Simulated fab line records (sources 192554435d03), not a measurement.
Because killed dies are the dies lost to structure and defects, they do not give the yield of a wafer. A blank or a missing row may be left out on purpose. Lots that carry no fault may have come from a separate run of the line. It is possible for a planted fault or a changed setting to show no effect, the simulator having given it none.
Chamber matching | flow n5 finfet | N5_BEOL_M11_STRIP_67 on rie diel-04 has 4 sister chambers
The step strips in CF4. 8 wafers are shown with their chamber, then 9 later ones without.

WAFERS PAIRED WITH THEIR CHAMBERS
wafer  | chamber | drypump motor current A (A) | throttle valve pct (%)
L083.6 | 1       | 5.4                         | 13.28
L081.5 | 1       | 5.3                         | 13.31
L084.2 | 0       | 5.9                         | 13.45
L084.5 | 0       | 5.9                         | 13.43
L085.5 | 3       | 5.7                         | 13.69
L087.2 | 3       | 5.7                         | 13.70
L087.3 | 2       | 6.4                         | 13.70
L087.5 | 2       | 6.3                         | 13.71

WAFERS WHOSE CHAMBER IS MISSING
wafer  | drypump motor current A (A) | throttle valve pct (%)
L088.1 | 6.4                         | 13.69
L088.4 | 5.9                         | 13.47
L088.5 | 5.4                         | 13.32
L090.1 | 5.7                         | 13.73
L090.3 | 5.4                         | 13.33
L090.5 | 5.7                         | 13.71
L094.1 | 6.4                         | 13.73
L094.5 | 6.3                         | 13.74
L094.6 | 5.7                         | 13.73

THE CHAMBER EACH PASSED THROUGH
wafer  | from the rows above | in truth
L088.1 | 2                   | 2
L088.4 | 0                   | 0
L088.5 | 1                   | 1
L090.1 | 3                   | 3
L090.3 | 1                   | 1
L090.5 | 3                   | 3
L094.1 | 2                   | 2
L094.5 | 2                   | 2
L094.6 | 3                   | 3
9 of 9 placed correctly. From these rows, 0 cannot be placed. 0 placed wrongly.
How it was worked out, from the rows above alone: a wafer's distance from a chamber is the root of the sum, over the readings, of the square of ((its reading less the chamber's mean) divided by the reading's scatter). If the next closest chamber is less than 2 further off than the closest, the wafer can't be placed; otherwise it belongs to the closest. The mean given for a chamber averages the wafers shown for that chamber. The scatter is the square root of a quotient: the sum, over the shown wafers, of each reading's squared deviation from its chamber's mean, divided by wafers minus chambers.
